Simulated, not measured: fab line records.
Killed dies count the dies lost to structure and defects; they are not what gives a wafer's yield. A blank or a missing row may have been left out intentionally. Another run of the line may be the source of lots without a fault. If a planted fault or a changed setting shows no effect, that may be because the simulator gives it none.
fab line records	flow n5_finfet
[record] lots = 15	wafers = 45	last_day = 17
route steps=1938 shown BEOL_M3@1004 BEOL_M4@1039
lots that met no fault: taken from a fault-free run of the same line
start_h: start of the lot's first displayed wafer, in hours after the record's first day	wait_h: hours since the lot's step before	" identical to the entry in the row above	L1.1+2: several wafers, shown together as one row	- value missing, or start not given	* or withheld: withheld	< > ~ a bound
route shown NAME@n: names a module that has steps shown in the file, with the first one's number in the route	usual: mean/standard deviation of fault-free wafers	same: alike in all rows	chamber/n: place in a boat	sites: the reading at each site	_std_site: standard deviation of those values	_edge_site: outer sites' mean less inner sites'	radius_mm: how far each site lies from the wafer's centre	mask NAME#n: copy n	behind: the last tool/chamber to shape the wafer	hold: what put the lot on hold/how long, in hours/how the hold closed	device: transistor that didn't switch, given as n, p or np	end of line: the tests these same wafers got at the end of their route	a step with no rows: only its recipe	killed: dies lost to structure and defects at the first sort, not the wafer's yield	map: the dies of a wafer, with x for killed, . for not killed, _ for no die there
set.NAME: the setting that was run; set.NAME@STEP: the one run at that earlier step	model.NAME: the simulator's own value behind a step, which no gauge read
steps of the route over a sample of lots; a table a step, a row a wafer
services: from which hour (start_h, from the record's first day; less than 0 if before it) a tool's chamber was out of use, for how many hours, and why
[[steps]]
[step N5_BEOL_M3_SPUTTER_90]
[recipe] material = Cu	target_thk_a = 45	temp_c = -20	chamber_pressure_pa = 0.07	power_w = withheld	time_s = 8.29
[usual] throttle_valve_pct = 30.0/0.89
lot.wafer	tool	chamber	start_h	wait_h	throttle_valve_pct
L555.4	pvd_sputter-01	-	143.66	0.1	30.0
L555.5	"	-	"	"	31.7
L555.6	"	-	"	"	29.8
L557.1	pvd_sputter-01	-	167.00	0.1	29.9
L557.3	"	-	"	"	30.0
L557.5	"	-	"	"	29.7
L559.1	pvd_sputter-03	-	181.01	0.1	29.9
L559.3	"	-	"	"	29.2
L559.5	"	-	"	"	30.0
L560.2	pvd_sputter-01	-	187.02	0.1	32.1
L560.4	"	-	"	"	29.9
L560.5	"	-	"	"	30.1
L562.3	pvd_sputter-02	-	194.11	0.1	29.8
L562.4	"	-	"	"	29.1
L562.5	"	-	"	"	28.9
L563.2	pvd_sputter-03	-	201.89	0.1	29.8
L563.3	"	-	"	"	29.1
L563.6	"	-	"	"	30.1
L564.3	pvd_sputter-02	-	217.06	0.1	29.2
L564.4	"	-	"	"	29.3
L564.5	"	-	"	"	30.0
L565.4	pvd_sputter-03	-	218.23	0.1	29.7
L565.5	"	-	"	"	30.0
L565.6	"	-	"	"	30.0
L566.2	pvd_sputter-01	-	220.41	0.1	30.2
L566.4	"	-	"	"	31.9
L566.5	"	-	"	"	30.2
L571.3	pvd_sputter-03	-	250.99	0.1	31.6
L571.4	"	-	"	"	30.0
L571.6	"	-	"	"	29.1
L572.1	pvd_sputter-01	-	259.01	0.1	30.1
L572.2	"	-	"	"	29.9
L572.6	"	-	"	"	30.7
L573.1	pvd_sputter-02	-	267.37	0.1	29.2
L573.2	"	-	"	"	29.2
L573.3	"	-	"	"	29.4
L575.1	pvd_sputter-01	-	276.78	0.1	31.7
L575.4	"	-	"	"	30.0
L575.6	"	-	"	"	30.8
L576.1	pvd_sputter-02	-	278.06	0.1	29.9
L576.4	"	-	"	"	28.9
L576.5	"	-	"	"	28.9
L578.2	pvd_sputter-02	-	288.39	0.1	29.0
L578.3	"	-	"	"	28.9
L578.6	"	-	"	"	28.9
[step N5_BEOL_M3_SPUTTER_92]
[recipe] material = Cu	target_thk_a = 45	temp_c = -20	chamber_pressure_pa = 0.07	power_w = withheld	time_s = 8.29
[usual] throttle_valve_pct = 30.0/0.9
lot.wafer	tool	chamber	start_h	wait_h	throttle_valve_pct
L555.4	pvd_sputter-01	-	143.88	0.1	29.9
L555.5	"	-	"	"	31.9
L555.6	"	-	"	"	30.0
L557.1	pvd_sputter-01	-	167.24	0.1	29.8
L557.3	"	-	"	"	30.1
L557.5	"	-	"	"	29.8
L559.1	pvd_sputter-03	-	181.23	0.1	30.1
L559.3	"	-	"	"	29.1
L559.5	"	-	"	"	29.6
L560.2	pvd_sputter-01	-	187.24	0.1	32.0
L560.4	"	-	"	"	30.2
L560.5	"	-	"	"	29.9
L562.3	pvd_sputter-02	-	194.33	0.1	29.9
L562.4	"	-	"	"	29.1
L562.5	"	-	"	"	29.0
L563.2	pvd_sputter-03	-	202.11	0.1	29.8
L563.3	"	-	"	"	29.0
L563.6	"	-	"	"	30.1
L564.3	pvd_sputter-02	-	217.28	0.1	28.8
L564.4	"	-	"	"	29.3
L564.5	"	-	"	"	30.0
L565.4	pvd_sputter-03	-	218.45	0.1	29.8
L565.5	"	-	"	"	29.8
L565.6	"	-	"	"	30.0
L566.2	pvd_sputter-01	-	220.63	0.1	30.0
L566.4	"	-	"	"	31.6
L566.5	"	-	"	"	30.1
L571.3	pvd_sputter-03	-	251.21	0.1	31.6
L571.4	"	-	"	"	30.1
L571.6	"	-	"	"	29.3
L572.1	pvd_sputter-01	-	259.23	0.1	29.9
L572.2	"	-	"	"	30.0
L572.6	"	-	"	"	30.6
L573.1	pvd_sputter-02	-	267.59	0.1	29.3
L573.2	"	-	"	"	29.0
L573.3	"	-	"	"	29.0
L575.1	pvd_sputter-01	-	277.00	0.1	31.9
L575.4	"	-	"	"	29.8
L575.6	"	-	"	"	30.5
L576.1	pvd_sputter-02	-	278.28	0.1	30.1
L576.4	"	-	"	"	28.8
L576.5	"	-	"	"	29.2
L578.2	pvd_sputter-02	-	288.61	0.1	29.3
L578.3	"	-	"	"	29.3
L578.6	"	-	"	"	28.8
[step N5_BEOL_M3_ANNEAL_93]
[recipe] temp_c = 400	time_s = 240	ambient = vacuum
[usual] heater_power_w = 876/74	susceptor_temp_C_max = 401.0/0.37
lot.wafer	tool	chamber	start_h	wait_h	heater_power_w	susceptor_temp_C_max
L555.4	pvd_sputter-01	-	143.96	0.0	851	400.8
L555.5	"	-	"	"	846	400.7
L555.6	"	-	"	"	832	400.8
L557.1	pvd_sputter-01	-	167.33	0.0	822	401.1
L557.3	"	-	"	"	851	401.1
L557.5	"	-	"	"	847	401.5
L559.1	pvd_sputter-03	-	181.31	0.0	803	400.6
L559.3	"	-	"	"	843	401.2
L559.5	"	-	"	"	835	400.7
L560.2	pvd_sputter-01	-	187.32	0.0	864	400.3
L560.4	"	-	"	"	843	401.3
L560.5	"	-	"	"	841	401.5
L562.3	pvd_sputter-02	-	194.41	0.0	1067	401.1
L562.4	"	-	"	"	890	401.1
L562.5	"	-	"	"	863	400.9
L563.2	pvd_sputter-03	-	202.19	0.0	807	400.8
L563.3	"	-	"	"	870	400.9
L563.6	"	-	"	"	798	400.7
L564.3	pvd_sputter-02	-	217.36	0.0	855	400.8
L564.4	"	-	"	"	804	401.0
L564.5	"	-	"	"	1081	401.2
L565.4	pvd_sputter-03	-	218.53	0.0	825	400.3
L565.5	"	-	"	"	818	400.7
L565.6	"	-	"	"	793	401.5
L566.2	pvd_sputter-01	-	220.71	0.0	840	401.1
L566.4	"	-	"	"	854	400.9
L566.5	"	-	"	"	850	400.9
L571.3	pvd_sputter-03	-	251.29	0.0	945	400.9
L571.4	"	-	"	"	807	401.0
L571.6	"	-	"	"	873	401.3
L572.1	pvd_sputter-01	-	259.31	0.0	842	401.2
L572.2	"	-	"	"	835	400.8
L572.6	"	-	"	"	869	400.9
L573.1	pvd_sputter-02	-	267.67	0.0	815	401.1
L573.2	"	-	"	"	919	400.7
L573.3	"	-	"	"	871	400.9
L575.1	pvd_sputter-01	-	277.08	0.0	864	400.5
L575.4	"	-	"	"	834	401.5
L575.6	"	-	"	"	908	400.6
L576.1	pvd_sputter-02	-	278.36	0.0	1097	401.4
L576.4	"	-	"	"	853	401.1
L576.5	"	-	"	"	864	401.4
L578.2	pvd_sputter-02	-	288.69	0.0	846	401.1
L578.3	"	-	"	"	793	400.8
L578.6	"	-	"	"	844	400.8
[step N5_BEOL_M4_ETCH_63]
[recipe] chemistry = CF4	target = SiARC	target_depth_a = 156	mask_material = CAR-EUV	time_s = 26	ion_energy_ev = 80	pressure_mtorr = 40	source_w = 545	bias_w = 36	Ar_flow_sccm = 100	cf4_flow_sccm = 100	ends = cleared
[usual] bias_w = 36.00/0.11	cf4_flow_sccm = 100.0/0.31	drypump_motor_current_A = 5.8/0.31	etch_rf_on_time_s = 25.8/0.41	oes_product_au = 0.68/0.078	rf_vpp_V = 184.4/1.2	showerhead_plenum_p_Torr = 2.16/0.067	throttle_valve_pct = 15.60/0.28
lot.wafer	tool	chamber	start_h	wait_h	bias_w	cf4_flow_sccm	drypump_motor_current_A	etch_rf_on_time_s	oes_product_au	rf_hours_counter_h	rf_vpp_V	showerhead_plenum_p_Torr	throttle_valve_pct
L555.4	rie_diel-03	1	148.03	0.0	36.09	100.1	5.4	25.7	0.65	155	182.9	2.05	15.22
L555.5	"	2	"	"	36.04	100.2	5.8	25.8	0.77	-	186.5	2.26	15.26
L555.6	"	3	"	"	36.03	100.1	5.6	26.3	0.62	-	184.8	2.13	15.91
L557.1	rie_diel-03	0	169.73	0.0	35.80	100.0	5.7	26.4	0.58	229	183.4	2.20	15.91
L557.3	"	2	"	"	36.26	99.6	5.8	25.6	0.75	46	184.5	2.26	15.27
L557.5	"	1	"	"	36.02	99.9	5.4	25.6	0.64	-	183.8	2.05	15.22
L559.1	rie_diel-03	0	186.63	0.0	35.95	100.2	5.7	26.3	0.58	234	185.9	2.20	15.91
L559.3	"	2	"	"	35.93	100.3	5.7	25.7	0.75	50	185.8	2.26	15.27
L559.5	"	1	"	"	36.00	100.0	5.4	25.4	0.64	-	181.8	2.05	15.21
L560.2	rie_diel-03	3	191.39	0.0	36.00	99.8	5.5	26.2	0.62	184	183.3	2.13	15.94
L560.4	"	1	"	"	35.97	100.3	5.4	25.7	0.63	170	184.2	2.05	15.24
L560.5	"	0	"	"	35.94	100.4	5.7	26.4	0.58	-	183.3	2.20	15.92
L562.3	rie_diel-05	3	197.46	0.0	35.90	100.2	5.8	25.0	0.72	59	183.6	2.09	15.45
L562.4	"	2	"	"	35.96	100.2	5.5	25.6	0.73	58	184.9	2.17	15.49
L562.5	"	2	"	"	35.96	100.1	5.6	25.8	0.72	-	184.7	2.17	15.49
L563.2	rie_diel-05	3	205.06	0.0	-	-	-	-	-	-	-	-	-
L563.3	"	0	"	"	-	-	-	-	-	-	-	-	-
L563.6	"	2	"	"	-	-	-	-	-	-	-	-	-
L564.3	rie_diel-03	1	219.97	0.0	-	-	-	-	-	-	-	-	-
L564.4	"	0	"	"	-	-	-	-	-	-	-	-	-
L564.5	"	3	"	"	-	-	-	-	-	-	-	-	-
L565.4	rie_diel-04	3	221.84	0.0	-	-	-	-	-	-	-	-	-
L565.5	"	1	"	"	-	-	-	-	-	-	-	-	-
L565.6	"	2	"	"	-	-	-	-	-	-	-	-	-
L566.2	rie_diel-05	1	223.13	0.0	36.04	100.2	5.5	26.4	0.59	201	185.3	2.21	15.74
L566.4	"	2	"	"	36.10	99.2	5.5	25.7	0.71	-	184.1	2.16	15.50
L566.5	"	3	"	"	36.00	99.8	5.8	25.2	0.71	-	185.8	2.09	15.53
L571.3	rie_diel-03	0	254.30	0.0	36.03	99.6	5.7	25.0	0.85	3	183.5	2.19	15.47
L571.4	"	2	"	"	35.88	100.1	5.8	25.6	0.72	75	186.8	2.25	15.32
L571.6	"	2	"	"	35.85	100.1	5.8	25.6	0.73	-	183.7	2.25	15.33
L572.1	rie_diel-03	3	261.78	0.0	36.09	100.0	5.5	25.9	0.61	210	183.8	2.12	16.01
L572.2	"	1	"	"	35.92	100.1	5.4	25.4	0.62	197	183.0	2.04	15.30
L572.6	"	2	"	"	36.07	100.3	5.8	25.6	0.72	-	184.8	2.25	15.34
L573.1	rie_diel-04	3	272.49	0.0	35.92	99.7	6.3	25.9	0.63	213	184.1	2.12	16.00
L573.2	"	2	"	"	35.84	99.5	6.1	26.4	0.62	200	184.7	2.12	16.04
L573.3	"	1	"	"	35.99	100.0	6.5	25.5	0.79	24	184.2	2.19	15.58
L576.1	rie_diel-04	1	282.88	0.0	35.97	100.6	6.4	25.2	0.79	28	185.3	2.19	15.55
L576.4	"	2	"	"	36.10	100.1	6.1	26.6	0.61	203	184.4	2.12	16.06
L576.5	"	0	"	"	36.07	100.1	6.3	25.4	0.83	-	185.4	2.19	15.29
L578.2	rie_diel-05	0	291.25	0.0	35.78	99.4	5.7	25.1	0.71	71	184.8	2.26	15.33
L578.3	"	1	"	"	35.94	100.0	5.5	26.2	0.58	227	185.8	2.20	15.80
L578.6	"	0	"	"	35.81	100.1	5.6	25.2	0.70	-	185.7	2.26	15.35
L575.1	rie_diel-05	1	293.29	0.0	36.04	100.3	5.5	26.7	0.57	228	184.8	2.20	15.79
L575.4	"	0	"	"	35.82	100.2	5.7	25.7	0.70	72	185.1	2.26	15.35
L575.6	"	3	"	"	36.11	100.0	5.8	25.5	0.68	-	182.2	2.08	15.55
[step N5_BEOL_M4_ETCH_64]
[recipe] chemistry = N2/H2	target = SOC	target_depth_a = 750	overetch_a = 225	mask_material = SiARC	temp_c = 40	time_s = 121.9	ion_energy_ev = 200	pressure_mtorr = 30	source_w = 840	bias_w = 150	n2_flow_sccm = 200	h2_flow_sccm = 200
[usual] bias_w = 150.0/0.41	chamber_pressure_mTorr = 30.002/0.027	drypump_motor_current_A = 5.8/0.32	oes_product_au = 0.60/0.065	rf_vpp_V = 524.9/2.4	showerhead_plenum_p_Torr = 2.57/0.084	throttle_valve_pct = 17.8/0.3
lot.wafer	tool	chamber	start_h	wait_h	bias_w	chamber_pressure_mTorr	drypump_motor_current_A	oes_product_au	rf_hours_counter_h	rf_vpp_V	showerhead_plenum_p_Torr	throttle_valve_pct
L555.4	rie_diel-03	1	148.06	0.0	150.0	30.009	5.4	0.57	155	521.0	2.44	17.4
L555.5	"	2	"	"	150.3	29.966	5.8	0.68	-	527.3	2.69	17.4
L555.6	"	3	"	"	149.7	29.986	5.5	0.56	-	523.6	2.53	18.1
L557.1	rie_diel-03	0	169.75	0.0	150.1	30.006	5.7	0.53	229	527.6	2.61	18.1
L557.3	"	2	"	"	149.3	30.003	5.8	0.67	46	529.5	2.69	17.4
L557.5	"	1	"	"	149.6	29.963	5.4	0.57	-	521.2	2.43	17.4
L559.1	rie_diel-03	0	186.65	0.0	150.0	29.985	5.7	0.52	234	524.9	2.61	18.1
L559.3	"	2	"	"	149.5	29.992	5.7	0.67	50	529.1	2.69	17.4
L559.5	"	1	"	"	149.5	30.054	5.4	0.57	-	521.8	2.43	17.5
L560.2	rie_diel-03	3	191.42	0.0	150.5	30.007	5.5	0.55	184	524.3	2.53	18.1
L560.4	"	1	"	"	149.7	30.001	5.4	0.56	170	522.4	2.43	17.4
L560.5	"	0	"	"	150.2	30.007	5.7	0.52	-	525.5	2.61	18.1
L562.3	rie_diel-05	3	197.49	0.0	149.7	29.979	5.8	0.64	59	523.1	2.46	17.6
L562.4	"	2	"	"	150.9	29.993	5.5	0.64	58	524.6	2.57	17.7
L562.5	"	2	"	"	150.4	30.021	5.5	0.64	-	524.1	2.57	17.7
L563.2	rie_diel-05	3	205.09	0.0	150.6	30.018	5.8	0.31	62	522.0	2.46	17.6
L563.3	"	0	"	"	149.9	29.987	5.6	0.32	47	530.0	2.69	17.4
L563.6	"	2	"	"	149.7	29.976	5.5	0.31	-	524.9	2.57	17.6
L564.3	rie_diel-03	1	220.00	0.0	149.2	30.014	5.4	0.27	180	521.5	2.43	17.4
L564.4	"	0	"	"	150.4	29.986	5.6	0.26	246	525.1	2.61	18.1
L564.5	"	3	"	"	149.7	29.987	5.6	0.27	-	523.6	2.52	18.1
L565.4	rie_diel-04	3	221.87	0.0	150.2	30.020	6.2	0.28	194	524.0	2.53	18.1
L565.5	"	1	"	"	150.3	29.978	6.5	0.37	-	524.6	2.61	17.6
L565.6	"	2	"	"	149.7	30.010	6.1	0.28	-	525.2	2.54	18.3
L566.2	rie_diel-05	1	223.16	0.0	149.8	30.019	5.5	0.53	201	525.0	2.64	18.0
L566.4	"	2	"	"	150.4	30.032	5.5	0.63	-	523.5	2.57	17.7
L566.5	"	3	"	"	150.3	30.018	5.8	0.63	-	522.4	2.46	17.6
L571.3	rie_diel-03	0	254.33	0.0	149.9	30.033	5.7	0.75	3	525.0	2.60	17.7
L571.4	"	2	"	"	150.0	30.028	5.8	0.64	75	529.1	2.68	17.5
L571.6	"	2	"	"	149.6	29.921	5.8	0.63	-	527.8	2.68	17.5
L572.1	rie_diel-03	3	261.81	0.0	150.1	29.972	5.5	0.54	210	524.0	2.52	18.1
L572.2	"	1	"	"	150.2	29.993	5.5	0.55	197	520.6	2.42	17.5
L572.6	"	2	"	"	150.3	29.983	5.8	0.64	-	529.4	2.68	17.5
L573.1	rie_diel-04	3	272.52	0.0	150.1	29.983	6.3	0.56	213	523.2	2.52	18.1
L573.2	"	2	"	"	150.2	29.980	6.1	0.55	200	523.3	2.53	18.4
L573.3	"	1	"	"	150.2	30.003	6.5	0.69	24	525.2	2.60	17.7
L576.1	rie_diel-04	1	282.91	0.0	149.9	29.982	6.4	0.69	28	524.9	2.60	17.7
L576.4	"	2	"	"	149.8	30.029	6.1	0.55	203	525.6	2.53	18.4
L576.5	"	0	"	"	150.6	30.040	6.3	0.74	-	526.0	2.61	17.6
L578.2	rie_diel-05	0	291.28	0.0	149.9	30.028	5.6	0.62	71	527.1	2.68	17.4
L578.3	"	1	"	"	150.0	30.005	5.5	0.52	227	526.5	2.63	18.0
L578.6	"	0	"	"	149.1	29.999	5.6	0.61	-	528.3	2.68	17.4
L575.1	rie_diel-05	1	293.31	0.0	150.1	30.038	5.5	0.52	228	526.1	2.63	18.0
L575.4	"	0	"	"	150.2	29.963	5.7	0.61	72	527.5	2.68	17.4
L575.6	"	3	"	"	149.5	29.978	5.8	0.60	-	519.9	2.45	17.7
[step N5_BEOL_M4_HM_OPEN_17]
[recipe] chemistry = Cl2/BCl3	target_depth_a = 200	overetch_a = 60	target = TiN	mask_material = SOC	ion_energy_ev = 150	pressure_mtorr = 10	icp_w = 1000	bias_w = 126	Cl2_flow_sccm = 53.25	bcl3_flow_sccm = 21.75	Ar_flow_sccm = 25
[usual] drypump_motor_current_A = 5.6/0.46	oes_product_au = 0.65/0.082	throttle_valve_pct = 22.07/0.12
lot.wafer	tool	chamber	start_h	wait_h	drypump_motor_current_A	oes_product_au	rf_hours_counter_h	throttle_valve_pct
L555.4	rie_metal-02	1	148.33	0.1	5.2	0.68	-	22.01
L555.5	"	1	"	"	5.2	0.69	-	21.99
L555.6	"	1	"	"	5.2	0.69	-	21.99
L557.1	rie_metal-03	0	169.93	0.0	5.8	0.63	63	22.24
L557.3	"	0	"	"	5.8	0.63	-	22.22
L557.5	"	1	"	"	5.2	0.60	-	22.01
L559.1	rie_metal-02	1	186.83	0.0	5.2	0.68	41	22.00
L559.3	"	1	"	"	5.2	0.67	-	22.00
L559.5	"	1	"	"	5.3	0.68	-	22.00
L560.2	rie_metal-01	0	191.59	0.0	6.0	0.65	56	22.16
L560.4	"	1	"	"	5.2	0.56	-	22.05
L560.5	"	0	"	"	6.0	0.65	-	22.16
L562.3	rie_metal-01	1	197.70	0.1	5.2	0.55	-	22.06
L562.4	"	0	"	"	6.0	0.64	-	22.16
L562.5	"	0	"	"	6.0	0.64	-	22.18
L563.2	rie_metal-02	0	205.26	0.0	6.3	0.37	1	22.50
L563.3	"	0	"	"	6.3	0.37	-	22.50
L563.6	"	1	"	"	5.2	0.30	-	22.67
L564.3	rie_metal-03	0	220.20	0.1	5.8	0.27	-	22.90
L564.4	"	1	"	"	5.1	0.25	-	22.70
L564.5	"	0	"	"	5.8	0.27	-	22.91
L565.4	rie_metal-03	0	222.07	0.1	5.9	0.27	-	22.92
L565.5	"	1	"	"	5.1	0.26	-	22.69
L565.6	"	0	"	"	5.8	0.27	-	22.92
L566.2	rie_metal-02	0	223.36	0.1	6.4	0.82	-	21.86
L566.4	"	0	"	"	6.3	0.82	-	21.86
L566.5	"	0	"	"	6.4	0.82	-	21.85
L571.3	rie_metal-03	1	254.54	0.1	5.1	0.58	-	22.05
L571.4	"	0	"	"	5.8	0.60	-	22.28
L571.6	"	1	"	"	5.1	0.58	-	22.07
L572.1	rie_metal-01	1	261.98	0.0	5.2	0.54	111	22.06
L572.2	"	0	"	"	6.0	0.64	62	22.17
L572.6	"	0	"	"	6.0	0.64	-	22.16
L573.1	rie_metal-01	0	272.69	0.0	6.0	0.63	63	22.20
L573.2	"	0	"	"	6.0	0.62	-	22.20
L573.3	"	0	"	"	5.9	0.62	-	22.21
L576.1	rie_metal-01	0	283.09	0.0	6.1	0.63	64	22.18
L576.4	"	0	"	"	6.1	0.63	-	22.16
L576.5	"	0	"	"	6.1	0.63	-	22.18
L578.2	rie_metal-02	0	291.45	0.0	6.3	0.77	9	21.89
L578.3	"	0	"	"	6.3	0.79	-	21.88
L578.6	"	0	"	"	6.3	0.77	-	21.89
L575.1	rie_metal-03	0	293.49	0.0	5.8	0.60	75	22.28
L575.4	"	0	"	"	5.8	0.60	-	22.27
L575.6	"	1	"	"	5.2	0.57	-	22.07
[step N5_BEOL_M4_CD_MEAS_18]
[recipe] pitch_nm = 36	target_cd_nm = 18
[usual] cd_nm = 18.00/0.27
lot.wafer	tool	chamber	start_h	wait_h	cd_nm
L555.4	cd_sem-02	-	148.70	0.1	17.57
L555.5	"	-	"	"	17.69
L555.6	"	-	"	"	17.77
L557.1	cd_sem-02	-	170.11	0.0	17.84
L557.3	"	-	"	"	17.80
L557.5	"	-	"	"	17.94
L559.1	cd_sem-01	-	187.13	0.0	18.63
L559.3	"	-	"	"	18.09
L559.5	"	-	"	"	17.58
L560.2	cd_sem-03	-	191.81	0.1	18.16
L560.4	"	-	"	"	17.67
L560.5	"	-	"	"	18.41
L562.3	cd_sem-03	-	197.88	0.1	18.06
L562.4	"	-	"	"	18.18
L562.5	"	-	"	"	17.90
L563.2	cd_sem-02	-	205.44	0.1	-
L563.3	"	-	"	"	-
L563.6	"	-	"	"	-
L564.3	cd_sem-03	-	220.36	0.1	-
L564.4	"	-	"	"	-
L564.5	"	-	"	"	-
L565.4	cd_sem-01	-	222.23	0.1	-
L565.5	"	-	"	"	-
L565.6	"	-	"	"	-
L566.2	cd_sem-01	-	223.71	0.1	17.53
L566.4	"	-	"	"	17.96
L566.5	"	-	"	"	17.77
L571.3	cd_sem-02	-	254.70	0.1	17.92
L571.4	"	-	"	"	17.93
L571.6	"	-	"	"	17.88
L572.1	cd_sem-02	-	262.16	0.0	17.59
L572.2	"	-	"	"	18.37
L572.6	"	-	"	"	18.39
L573.1	cd_sem-01	-	273.05	0.0	18.19
L573.2	"	-	"	"	18.10
L573.3	"	-	"	"	18.06
L576.1	cd_sem-03	-	283.36	0.0	17.74
L576.4	"	-	"	"	17.78
L576.5	"	-	"	"	18.59
L578.2	cd_sem-01	-	291.63	0.1	17.75
L578.3	"	-	"	"	17.77
L578.6	"	-	"	"	17.97
L575.1	cd_sem-01	-	293.67	0.0	18.01
L575.4	"	-	"	"	18.29
L575.6	"	-	"	"	17.70
[step N5_BEOL_M4_RC_MEAS_101]
[usual] DIBL_N = 35.9/1.3	DIBL_P = 35.9/1.6	IOFF_N = 0.156/0.022	IOFF_P = 0.205/0.023	ION_N = 675/9	ION_P = 463/5.6	SS_N = 71.4/0.57	SS_P = 73.1/0.52	VT_N = 249.7/2.8	VT_P = -250.2/2.5
lot.wafer	tool	chamber	start_h	wait_h	DIBL_N[mV/V]	DIBL_P[mV/V]	IOFF_N[nA/um]	IOFF_P[nA/um]	ION_N[uA/um]	ION_P[uA/um]	SS_N[mV/dec]	SS_P[mV/dec]	VT_N[mV]	VT_P[mV]
L555.4	prober-01	0	155.94	0.5	36.1	36.4	0.151	0.213	667	467	70.4	73.2	251.6	-249.9
L555.5	"	0	"	"	36.0	36.6	0.157	0.220	686	468	71.2	73.6	250.6	-249.2
L555.6	"	0	"	"	36.9	37.0	0.162	0.223	670	463	71.6	73.7	251.5	-249.0
L557.1	prober-02	0	180.85	0.0	37.0	36.3	0.171	0.212	677	457	72.1	73.2	249.5	-248.3
L557.3	"	0	"	"	37.4	37.6	0.182	0.231	680	462	71.4	73.9	246.6	-246.2
L557.5	"	0	"	"	35.8	35.2	0.143	0.192	673	457	71.3	73.3	249.4	-250.7
L559.1	prober-01	0	197.44	0.0	35.5	36.9	0.157	0.188	677	460	70.8	73.3	249.9	-252.9
L559.3	"	0	"	"	36.9	38.7	0.190	0.218	691	466	71.9	73.0	248.4	-249.9
L559.5	"	0	"	"	37.6	39.1	0.204	0.226	688	459	72.4	73.5	246.2	-252.3
L560.2	prober-01	0	200.09	0.2	37.7	37.3	0.194	0.240	682	469	72.6	73.0	245.2	-246.3
L560.4	"	0	"	"	36.2	35.6	0.164	0.216	675	465	71.2	72.9	248.1	-247.6
L560.5	"	0	"	"	37.6	38.0	0.195	0.256	681	470	71.1	73.4	243.1	-247.4
L562.3	prober-02	0	205.60	0.3	34.7	35.5	0.136	0.218	673	467	71.1	72.3	249.2	-247.6
L562.4	"	0	"	"	37.3	38.2	0.170	0.266	675	472	72.1	73.3	248.7	-243.5
L562.5	"	0	"	"	35.3	35.8	0.142	0.223	679	474	71.8	72.5	250.7	-248.0
L566.2	prober-01	0	229.67	0.2	35.9	36.0	0.162	0.199	670	461	71.2	72.5	247.1	-250.7
L566.4	"	0	"	"	35.2	35.3	0.151	0.188	678	465	71.4	72.7	245.8	-251.3
L566.5	"	0	"	"	35.7	35.8	0.155	0.194	670	462	71.5	73.0	246.7	-252.4
L571.3	prober-01	0	262.17	0.3	35.8	35.4	0.154	0.198	684	464	71.5	72.8	249.4	-249.8
L571.4	"	0	"	"	36.7	36.7	0.179	0.222	679	465	71.5	73.8	247.4	-249.7
L571.6	"	0	"	"	33.9	33.8	0.128	0.175	664	457	71.3	72.9	250.7	-252.9
L572.1	prober-02	0	272.72	0.0	38.3	37.3	0.176	0.246	678	469	70.9	73.8	249.1	-246.2
L572.2	"	0	"	"	36.2	35.6	0.139	0.225	664	472	70.7	73.2	250.8	-244.7
L572.6	"	0	"	"	36.1	36.0	0.146	0.226	672	473	71.4	72.6	249.6	-248.5
L573.1	prober-01	0	283.08	0.0	36.3	38.4	0.182	0.202	691	465	71.5	73.7	248.3	-251.0
L573.2	"	0	"	"	36.8	38.6	0.172	0.191	672	450	70.8	73.3	250.8	-254.4
L573.3	"	0	"	"	37.0	39.0	0.192	0.207	689	460	71.8	73.4	245.5	-251.1
L576.1	prober-02	0	293.45	0.0	38.2	37.6	0.172	0.217	680	462	71.6	74.0	247.7	-248.9
L576.4	"	0	"	"	37.4	36.7	0.151	0.204	663	457	71.9	73.9	251.6	-250.7
L576.5	"	0	"	"	39.1	39.4	0.197	0.249	679	463	72.1	74.4	246.0	-247.2
L578.2	prober-02	0	298.43	0.2	38.9	38.9	0.200	0.240	683	463	71.4	74.7	246.9	-249.0
L578.3	"	0	"	"	38.1	36.9	0.182	0.209	680	460	71.7	73.5	248.8	-250.7
L578.6	"	0	"	"	37.4	36.3	0.172	0.203	680	462	71.7	73.1	250.2	-252.5
L575.1	prober-01	0	302.79	0.0	34.5	35.4	0.140	0.186	673	460	71.1	72.7	249.2	-253.0
L575.4	"	0	"	"	35.3	36.1	0.154	0.202	676	459	72.1	72.4	250.1	-250.4
L575.6	"	0	"	"	32.4	33.1	0.116	0.156	664	457	70.8	72.0	254.7	-251.6
[[services]]
tool	chamber	start_h	hours	kind
pvd_sputter-03	-	131.77	0.5	repair
pvd_sputter-03	-	135.06	2.9	repair
rie_metal-02	0	142.03	22.0	repair
rie_metal-03	0	178.85	7.3	repair
rie_diel-04	1	198.07	-	clean
rie_diel-04	1	198.07	-	consumable_replace:focus_ring
rie_diel-04	1	198.07	16.8	scheduled_down
rie_diel-04	1	198.07	16.8	vent_cycle
rie_diel-05	0	219.57	8.4	repair
rie_metal-02	1	222.25	16.5	repair
rie_diel-03	0	230.47	-	clean
rie_diel-03	0	230.47	-	consumable_replace:focus_ring
rie_diel-03	0	230.47	17.0	scheduled_down
rie_diel-03	0	230.47	17.0	vent_cycle
rie_diel-05	2	241.26	2.6	repair
rie_diel-04	0	242.74	-	clean
rie_diel-04	0	242.74	-	consumable_replace:focus_ring
rie_diel-04	0	242.74	14.2	scheduled_down
rie_diel-04	0	242.74	14.2	vent_cycle
rie_diel-05	0	255.58	11.1	repair
rie_diel-04	0	266.18	6.3	repair
rie_metal-01	1	270.51	18.7	repair
rie_metal-03	-	274.06	0.4	repair
[[key]]
[first_sign] step = N5_BEOL_M4_ETCH_63	reading = tool_record	direction = missing
[effect] step = N5_BEOL_M4_ETCH_64	reading = oes_product_au	direction = down	sigmas = 4.6	usual = 0.60	struck = 0.30
[effect] step = N5_BEOL_M4_HM_OPEN_17	reading = oes_product_au	direction = down	sigmas = 4.4	usual = 0.65	struck = 0.29
[effect] step = N5_BEOL_M4_CD_MEAS_18	reading = cd_nm	direction = missing
met_at N5_BEOL_M4_ETCH_63
struck_lots L563,L564,L565
later_rows_left_out L563.2,L563.3,L563.6,L564.3,L564.4,L564.5,L565.4,L565.5,L565.6
sort_left_out L563.2,L563.3,L563.6,L564.3,L564.4,L564.5,L565.4,L565.5,L565.6
not_acting_at N5_BEOL_M3_SPUTTER_90,N5_BEOL_M3_SPUTTER_92,N5_BEOL_M3_ANNEAL_93
onset_between 197.46 205.06
[fault] kind = skipped_step_whole	tool = rie_diel-03,rie_diel-04,rie_diel-05	chamber = -	onset_h = 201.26	steps = N5_BEOL_M4_ETCH_63	scope = struck_lots_only
// sort_left_out: the simulated sort isn't trusted on such a fault, so these wafers' sort isn't shown, and their yield isn't known
// later_rows_left_out: the simulator's readings of these wafers behind a module that went badly wrong aren't trusted and aren't shown, but for the sort
